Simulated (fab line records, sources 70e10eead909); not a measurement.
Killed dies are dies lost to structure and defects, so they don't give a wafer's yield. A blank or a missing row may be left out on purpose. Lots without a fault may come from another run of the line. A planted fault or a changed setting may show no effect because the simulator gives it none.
Which tool did it? | flow nand_harc | 14 lots, 42 wafers sampled, at 1 step of a route of 1302

WHAT THE GAUGES READ, wafer by wafer
NHARC_A_CHANNEL_FILL_D2_INSPECT_13.
lot  | measured     | on                | raw_defect_count
L364 | day 15 03:49 | defect_inspect-02 | 317 347 282
L366 | day 15 20:46 | defect_inspect-02 | 218 271 210
L367 | day 16 20:11 | defect_inspect-02 | 496 519 496
L369 | day 18 01:32 | defect_inspect-02 | 248 309 553
L375 | day 20 02:20 | defect_inspect-02 | 421 313 340
L374 | day 20 07:04 | defect_inspect-02 | 288 243 291
L378 | day 21 13:48 | defect_inspect-02 | 382 343 396
L379 | day 22 01:08 | defect_inspect-02 | 209 265 193
L382 | day 23 08:04 | defect_inspect-01 | 288 222 231
L381 | day 23 08:04 | defect_inspect-02 | 225 236 291
L383 | day 23 20:07 | defect_inspect-01 | 378 433 300
L385 | day 24 16:56 | defect_inspect-01 | 235 410 284
L386 | day 24 23:47 | defect_inspect-02 | 483 285 233
L387 | day 24 23:47 | defect_inspect-01 | 282 284 403

WHICH TOOL RAN EACH LOT (tool, then ch and the chambers of the sampled wafers, then the start)
The record holds no process step before these readings.

WHAT THE TOOLS THEMSELVES READ (means of the sampled wafers that have a number; where no wafer has one, the mark that the record gives instead)
The record holds no such reading with a usual standard deviation.

THE ANSWER, worked out from the rows above alone
Rule: what is usual is taken from the lots themselves. Put in order of their means at a reading, lots are off if they are a third of the lots or fewer, leave a main group of 4 or more, and stand apart from it by a gap of 3 or more times the standard deviation of the main group's means; of several such gaps the widest counts. A main group whose means are all the same, to the digits that the tables above print for the reading, isn't used. A lot without any number at a reading at which 4 lots or more have one is off too. The other lots that the step has rows for count as sound. The gauges are gone through in route order, then the tools' own readings, and for those a lot's mean is taken as printed above. The first step at which some lot is off is used, and at that step the reading that is off furthest; a lot without a number counts as furthest.
No lot is off at any reading shown: from this, nothing can be told.

WHAT THE SIMULATOR HAD PUT IN
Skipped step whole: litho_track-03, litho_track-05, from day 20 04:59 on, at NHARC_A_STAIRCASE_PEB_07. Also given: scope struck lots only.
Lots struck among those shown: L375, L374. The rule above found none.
